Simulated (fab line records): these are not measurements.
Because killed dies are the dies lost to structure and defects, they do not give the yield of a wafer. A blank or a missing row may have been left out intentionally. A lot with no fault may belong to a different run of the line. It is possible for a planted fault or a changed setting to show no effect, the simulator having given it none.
Which tool was responsible? :: flow n5 finfet :: Sampling: 9 lots, 27 wafers, 6 of 1938 route steps

## WHAT THE GAUGES READ, wafer by wafer
N5_BEOL_M4_RC_MEAS_101. Usual: DIBL_N 36.0 mV/V, standard deviation 1.9; DIBL_P 35.6 mV/V, standard deviation 2.2; IOFF_N 0.15 nA/um, standard deviation 0.031; IOFF_P 0.19 nA/um, standard deviation 0.032; ION_N 668 uA/um, standard deviation 11; ION_P 455 uA/um, standard deviation 7.2; SS_N 71.5 mV/dec, standard deviation 0.65; SS_P 73.4 mV/dec, standard deviation 0.64; VT_N 251 mV, standard deviation 3.6; VT_P -253 mV, standard deviation 3.3.
lot: L269
measured: day 9 01:53
on: prober-02
DIBL_N (mV/V): 35.0 35.1 36.2
DIBL_P (mV/V): 34.2 34.4 36.1
IOFF_N (nA/um): 0.11 0.12 0.13
IOFF_P (nA/um): 0.14 0.14 0.16
ION_N (uA/um): 661 658 669
ION_P (uA/um): 445 444 453
SS_N (mV/dec): 72.1 71.0 71.8
SS_P (mV/dec): 72.7 72.9 73.5
VT_N (mV): 258 254 252
VT_P (mV): -259 -256 -258
flag: 

lot: L273
measured: day 11 01:40
on: prober-02
DIBL_N (mV/V): 33.2 38.8 34.7
DIBL_P (mV/V): 32.0 39.7 34.8
IOFF_N (nA/um): 0.11 0.21 0.13
IOFF_P (nA/um): 0.14 0.25 0.18
ION_N (uA/um): 649 672 658
ION_P (uA/um): 441 453 454
SS_N (mV/dec): 72.3 73.0 71.3
SS_P (mV/dec): 71.9 73.9 73.4
VT_N (mV): 260 246 255
VT_P (mV): -256 -249 -252
flag: 

lot: L282
measured: day 13 09:55
on: prober-02
DIBL_N (mV/V): 38.4 37.1 35.3
DIBL_P (mV/V): 38.4 36.7 34.2
IOFF_N (nA/um): 0.19 0.15 0.12
IOFF_P (nA/um): 0.22 0.20 0.16
ION_N (uA/um): 677 670 670
ION_P (uA/um): 462 460 461
SS_N (mV/dec): 70.7 71.2 70.6
SS_P (mV/dec): 74.3 72.8 72.8
VT_N (mV): 246 252 252
VT_P (mV): -246 -250 -255
flag: 

lot: L281
measured: day 13 16:12
on: prober-02
DIBL_N (mV/V): 36.9 36.6 38.0
DIBL_P (mV/V): 37.9 38.0 38.5
IOFF_N (nA/um): 0.18 0.16 0.20
IOFF_P (nA/um): 0.21 0.20 0.22
ION_N (uA/um): 683 668 685
ION_P (uA/um): 459 453 461
SS_N (mV/dec): 71.5 71.7 71.9
SS_P (mV/dec): 73.2 73.3 74.0
VT_N (mV): 246 252 247
VT_P (mV): -253 -250 -250
flag: 

lot: L283
measured: day 13 17:46
on: prober-01
DIBL_N (mV/V): 36.3 35.7 36.9
DIBL_P (mV/V): 38.5 36.3 38.1
IOFF_N (nA/um): 0.16 0.16 0.18
IOFF_P (nA/um): 0.21 0.17 0.20
ION_N (uA/um): 666 666 668
ION_P (uA/um): 458 445 458
SS_N (mV/dec): 71.4 72.0 72.0
SS_P (mV/dec): 73.7 73.4 73.8
VT_N (mV): 248 249 251
VT_P (mV): -253 -258 -256
flag: 

lot: L286
measured: day 14 01:58
on: prober-02
DIBL_N (mV/V): 39.8 38.8 38.1
DIBL_P (mV/V): 39.7 38.4 37.0
IOFF_N (nA/um): 0.22 0.18 0.17
IOFF_P (nA/um): 0.24 0.24 0.20
ION_N (uA/um): 700 674 671
ION_P (uA/um): 467 462 458
SS_N (mV/dec): 71.8 72.7 71.4
SS_P (mV/dec): 74.1 74.6 73.9
VT_N (mV): 248 248 250
VT_P (mV): -250 -252 -253
flag: 

lot: L287
measured: day 14 19:54
on: prober-01
DIBL_N (mV/V): 37.3 36.7 38.7
DIBL_P (mV/V): 36.5 35.3 39.4
IOFF_N (nA/um): 0.17 0.15 0.21
IOFF_P (nA/um): 0.20 0.18 0.25
ION_N (uA/um): 679 665 686
ION_P (uA/um): 457 451 462
SS_N (mV/dec): 71.4 72.2 72.4
SS_P (mV/dec): 73.6 72.7 73.9
VT_N (mV): 247 250 243
VT_P (mV): -251 -253 -251
flag: 

lot: L290
measured: day 14 21:43
on: prober-02
DIBL_N (mV/V): 33.1 34.7 34.6
DIBL_P (mV/V): 33.5 35.8 37.0
IOFF_N (nA/um): 0.11 0.13 0.14
IOFF_P (nA/um): 0.13 0.16 0.17
ION_N (uA/um): 662 666 665
ION_P (uA/um): 444 443 449
SS_N (mV/dec): 70.6 71.6 71.9
SS_P (mV/dec): 72.9 73.6 74.3
VT_N (mV): 259 255 252
VT_P (mV): -262 -262 -259
flag: 

lot: L291
measured: day 16 01:31
on: prober-01
DIBL_N (mV/V): 34.9 34.3 37.0
DIBL_P (mV/V): 33.6 33.6 36.7
IOFF_N (nA/um): 0.13 0.12 0.16
IOFF_P (nA/um): 0.17 0.18 0.24
ION_N (uA/um): 671 653 684
ION_P (uA/um): 460 451 469
SS_N (mV/dec): 71.2 70.9 71.4
SS_P (mV/dec): 73.1 73.2 74.6
VT_N (mV): 250 254 248
VT_P (mV): -252 -253 -246
flag: 

N5_BEOL_M6_INSPECT_58: inspects for defects (darkfield). Usual: raw defect count 71, standard deviation 29.
lot: L269
measured: day 10 00:50
on: defect inspect-02
raw defect count: 46 83 51
flag: 

lot: L273
measured: day 11 23:48
on: defect inspect-01
raw defect count: 91 115 132
flag: 

lot: L282
measured: day 14 07:29
on: defect inspect-01
raw defect count: 68 63 51
flag: 

lot: L281
measured: day 14 12:16
on: defect inspect-01
raw defect count: 79 109 114
flag: 

lot: L283
measured: day 14 17:52
on: defect inspect-01
raw defect count: 143 91 81
flag: 

lot: L286
measured: day 14 21:51
on: defect inspect-01
raw defect count: 148 94 115
flag: 

lot: L287
measured: day 15 18:26
on: defect inspect-01
raw defect count: 104 109 72
flag: 

lot: L290
measured: day 15 17:41
on: defect inspect-02
raw defect count: 70 80 49
flag: 

lot: L291
measured: day 17 01:06
on: defect inspect-01
raw defect count: 51 38 33
flag: 

## TOOL THAT RAN EACH LOT (tool first, then ch and the chambers of the sampled wafers, then the start)
lot: L269
N5_BEOL_M6_STRIP_80: rie diel-04 ch 1,2, day 9 23:01 or earlier
N5_BEOL_M6_PRE_CLEAN_45: pvd sputter-02, day 9 23:01
N5_BEOL_M6_SPUTTER_48: pvd sputter-03, day 9 23:44
N5_BEOL_M6_CMP_52: cmp-02 ch 0,2,3, day 10 00:21

lot: L273
N5_BEOL_M6_STRIP_80: rie diel-04 ch 0,2,3, day 11 21:27 or earlier
N5_BEOL_M6_PRE_CLEAN_45: pvd sputter-02, day 11 21:27
N5_BEOL_M6_SPUTTER_48: pvd sputter-03, day 11 22:05
N5_BEOL_M6_CMP_52: cmp-02 ch 1,2,3, day 11 23:23

lot: L282
N5_BEOL_M6_STRIP_80: rie diel-01 ch 0,2, day 14 05:25 or earlier
N5_BEOL_M6_PRE_CLEAN_45: pvd sputter-03, day 14 05:25
N5_BEOL_M6_SPUTTER_48: pvd sputter-01, day 14 06:06
N5_BEOL_M6_CMP_52: cmp-04 ch 0,2,3, day 14 07:05

lot: L281
N5_BEOL_M6_STRIP_80: rie diel-06 ch 2,3, day 14 10:17 or earlier
N5_BEOL_M6_PRE_CLEAN_45: pvd sputter-03, day 14 10:17
N5_BEOL_M6_SPUTTER_48: pvd sputter-02, day 14 11:18
N5_BEOL_M6_CMP_52: cmp-01 ch 0,1,2, day 14 11:49

lot: L283
N5_BEOL_M6_STRIP_80: rie diel-06 ch 0,3, day 14 14:41 or earlier
N5_BEOL_M6_PRE_CLEAN_45: pvd sputter-01, day 14 14:41
N5_BEOL_M6_SPUTTER_48: pvd sputter-03, day 14 15:15
N5_BEOL_M6_CMP_52: cmp-01 ch 1,2, day 14 17:25

lot: L286
N5_BEOL_M6_STRIP_80: rie diel-04 ch 0,1, day 14 18:27 or earlier
N5_BEOL_M6_PRE_CLEAN_45: pvd sputter-02, day 14 18:27
N5_BEOL_M6_SPUTTER_48: pvd sputter-02, day 14 20:43
N5_BEOL_M6_CMP_52: cmp-02 ch 1,2,3, day 14 21:24

lot: L287
N5_BEOL_M6_STRIP_80: rie diel-04 ch 0,1,3, day 15 15:41 or earlier
N5_BEOL_M6_PRE_CLEAN_45: pvd sputter-03, day 15 15:41
N5_BEOL_M6_SPUTTER_48: pvd sputter-03, day 15 16:54
N5_BEOL_M6_CMP_52: cmp-01 ch 0,1, day 15 17:59

lot: L290
N5_BEOL_M6_STRIP_80: rie diel-06 ch 0,2,3, day 15 15:29 or earlier
N5_BEOL_M6_PRE_CLEAN_45: pvd sputter-03, day 15 15:29
N5_BEOL_M6_SPUTTER_48: pvd sputter-03, day 15 16:44
N5_BEOL_M6_CMP_52: cmp-01 ch 0,1,2, day 15 17:14

lot: L291
N5_BEOL_M6_STRIP_80: rie diel-06 ch 0,2,3, day 16 23:06 or earlier
N5_BEOL_M6_PRE_CLEAN_45: pvd sputter-03, day 16 23:06
N5_BEOL_M6_SPUTTER_48: pvd sputter-03, day 16 23:56
N5_BEOL_M6_CMP_52: cmp-02 ch 0,2,3, day 17 00:39
- N5_BEOL_M6_STRIP_80: strips in N2/H2, time 10 s.
- N5_BEOL_M6_PRE_CLEAN_45: time 30 s.
- N5_BEOL_M6_SPUTTER_48: material Cu, target thk 10 nm, time 1.667 s.
- N5_BEOL_M6_CMP_52: polishes, stops on SiCOH lowk, t overpolish 6.9 s, target thk 80 nm.

## AS READ BY THE TOOLS THEMSELVES (means over the sampled wafers that have a number; for cases with no such wafer, the mark the record gives instead)
N5_BEOL_M6_STRIP_80. Usual: bias power w 6.996 W, standard deviation 0.022; drypump motor current A 5.6 A, standard deviation 0.38; oes product au 0.82 a.u., standard deviation 0.082; rf vpp V 59.4 V, standard deviation 0.95; showerhead plenum p Torr 2.58 Torr, standard deviation 0.062; throttle valve pct 23.3 %, standard deviation 0.35.
lot: L269
tool: rie diel-04
bias power w (W): 6.999
drypump motor current A (A): 6.2
oes product au (a.u.): 0.72
rf vpp V (V): 59.5
showerhead plenum p Torr (Torr): 2.58
throttle valve pct (%): 23.8
flag: 

lot: L273
tool: rie diel-04
bias power w (W): 6.990
drypump motor current A (A): 5.8
oes product au (a.u.): 0.81
rf vpp V (V): 59.3
showerhead plenum p Torr (Torr): 2.55
throttle valve pct (%): 23.4
flag: 

lot: L282
tool: rie diel-01
bias power w (W): 6.995
drypump motor current A (A): 5.9
oes product au (a.u.): 0.82
rf vpp V (V): 59.6
showerhead plenum p Torr (Torr): 2.68
throttle valve pct (%): 23.2
flag: 

lot: L281
tool: rie diel-06
bias power w (W): 6.985
drypump motor current A (A): 5.4
oes product au (a.u.): 0.91
rf vpp V (V): 59.0
showerhead plenum p Torr (Torr): 2.63
throttle valve pct (%): 23.3
flag: 

lot: L283
tool: rie diel-06
bias power w (W): 7.006
drypump motor current A (A): 5.1
oes product au (a.u.): 0.90
rf vpp V (V): 60.6
showerhead plenum p Torr (Torr): 2.60
throttle valve pct (%): 22.8
flag: 

lot: L286
tool: rie diel-04
bias power w (W): 7.000
drypump motor current A (A): 6.1
oes product au (a.u.): 0.81
rf vpp V (V): 59.4
showerhead plenum p Torr (Torr): 2.58
throttle valve pct (%): 23.5
flag: 

lot: L287
tool: rie diel-04
bias power w (W): 7.006
drypump motor current A (A): 5.9
oes product au (a.u.): 0.79
rf vpp V (V): 59.2
showerhead plenum p Torr (Torr): 2.57
throttle valve pct (%): 23.4
flag: 

lot: L290
tool: rie diel-06
bias power w (W): 6.986
drypump motor current A (A): 5.3
oes product au (a.u.): 0.88
rf vpp V (V): 58.8
showerhead plenum p Torr (Torr): 2.61
throttle valve pct (%): 23.1
flag: 

lot: L291
tool: rie diel-06
bias power w (W): 6.966
drypump motor current A (A): 5.3
oes product au (a.u.): 0.86
rf vpp V (V): 59.9
showerhead plenum p Torr (Torr): 2.61
throttle valve pct (%): 23.1
flag: 

N5_BEOL_M6_PRE_CLEAN_45. Usual: heater power w 338 W, standard deviation 34.
lot: L269
tool: pvd sputter-02
heater power w (W): 375
flag: 

lot: L273
tool: pvd sputter-02
heater power w (W): 342
flag: 

lot: L282
tool: pvd sputter-03
heater power w (W): 303
flag: 

lot: L281
tool: pvd sputter-03
heater power w (W): 313
flag: 

lot: L283
tool: pvd sputter-01
heater power w (W): 325
flag: 

lot: L286
tool: pvd sputter-02
heater power w (W): 344
flag: 

lot: L287
tool: pvd sputter-03
heater power w (W): 316
flag: 

lot: L290
tool: pvd sputter-03
heater power w (W): 347
flag: 

lot: L291
tool: pvd sputter-03
heater power w (W): 340
flag: 

N5_BEOL_M6_SPUTTER_48. Usual: bias v 60.0 V, standard deviation 0.57; cathode dc power W 26000 W, standard deviation 4.6; chamber pressure pa 0.12999 Pa, standard deviation 0.00028; throttle valve pct 29.8 %, standard deviation 0.74.
lot: L269
tool: pvd sputter-03
bias v (V): 60.1
cathode dc power W (W): 25998
chamber pressure pa (Pa): 0.13020
throttle valve pct (%): 30.0
flag: 

lot: L273
tool: pvd sputter-03
bias v (V): 60.2
cathode dc power W (W): 25997
chamber pressure pa (Pa): 0.12975
throttle valve pct (%): 29.8
flag: 

lot: L282
tool: pvd sputter-01
bias v (V): 59.9
cathode dc power W (W): 25999
chamber pressure pa (Pa): 0.12981
throttle valve pct (%): 30.4
flag: 

lot: L281
tool: pvd sputter-02
bias v (V): -
cathode dc power W (W): -
chamber pressure pa (Pa): -
throttle valve pct (%): -
flag: OFF

lot: L283
tool: pvd sputter-03
bias v (V): -
cathode dc power W (W): -
chamber pressure pa (Pa): -
throttle valve pct (%): -
flag: OFF

lot: L286
tool: pvd sputter-02
bias v (V): 60.3
cathode dc power W (W): 26006
chamber pressure pa (Pa): 0.13012
throttle valve pct (%): 29.9
flag: 

lot: L287
tool: pvd sputter-03
bias v (V): 60.6
cathode dc power W (W): 26000
chamber pressure pa (Pa): 0.13030
throttle valve pct (%): 30.4
flag: 

lot: L290
tool: pvd sputter-03
bias v (V): 59.7
cathode dc power W (W): 25993
chamber pressure pa (Pa): 0.12999
throttle valve pct (%): 29.6
flag: 

lot: L291
tool: pvd sputter-03
bias v (V): 60.1
cathode dc power W (W): 25997
chamber pressure pa (Pa): 0.13002
throttle valve pct (%): 29.8
flag: 

N5_BEOL_M6_CMP_52. Usual: motor current A 5.8 A, standard deviation 0.44; time to endpoint s 63 s, standard deviation 3.5.
lot: L269
tool: cmp-02
motor current A (A): 6.4
time to endpoint s (s): 59
flag: 

lot: L273
tool: cmp-02
motor current A (A): 6.1
time to endpoint s (s): 61
flag: 

lot: L282
tool: cmp-04
motor current A (A): 5.6
time to endpoint s (s): 66
flag: 

lot: L281
tool: cmp-01
motor current A (A): 5.8
time to endpoint s (s): 0
flag: OFF

lot: L283
tool: cmp-01
motor current A (A): 5.6
time to endpoint s (s): 0
flag: OFF

lot: L286
tool: cmp-02
motor current A (A): 6.0
time to endpoint s (s): 64
flag: 

lot: L287
tool: cmp-01
motor current A (A): 5.9
time to endpoint s (s): 62
flag: 

lot: L290
tool: cmp-01
motor current A (A): 5.6
time to endpoint s (s): 64
flag: 

lot: L291
tool: cmp-02
motor current A (A): 6.5
time to endpoint s (s): 65
flag: 

## THE ANSWER, worked out from the rows above alone
Rule: a lot is off if the mean of its wafers that have a number lies more than 3 standard deviations from the usual mean. A lot without any number at a reading at which 4 lots or more have one is off too. The other lots that the step has rows for count as sound. Order of review: gauges by route order, followed by the tools' own readings, for which a lot's mean as printed above is used. The first step at which some lot is off is used, and at that step the reading that is off furthest; a lot without a number counts as furthest.
Off: L281, L283, at N5_BEOL_M6_SPUTTER_48 (bias v). Without a number there: L281, L283.
If a tool, at that step or one of the process steps before it, ran each lot that is off and ran no sound lot following the first of them, it fits. Because N5_BEOL_M6_STRIP_80 lacks a start for some lots, the hours and order of its lots are taken from N5_BEOL_M6_PRE_CLEAN_45. Not one of the candidates tried fits.

## WHAT THE SIMULATOR PUT IN
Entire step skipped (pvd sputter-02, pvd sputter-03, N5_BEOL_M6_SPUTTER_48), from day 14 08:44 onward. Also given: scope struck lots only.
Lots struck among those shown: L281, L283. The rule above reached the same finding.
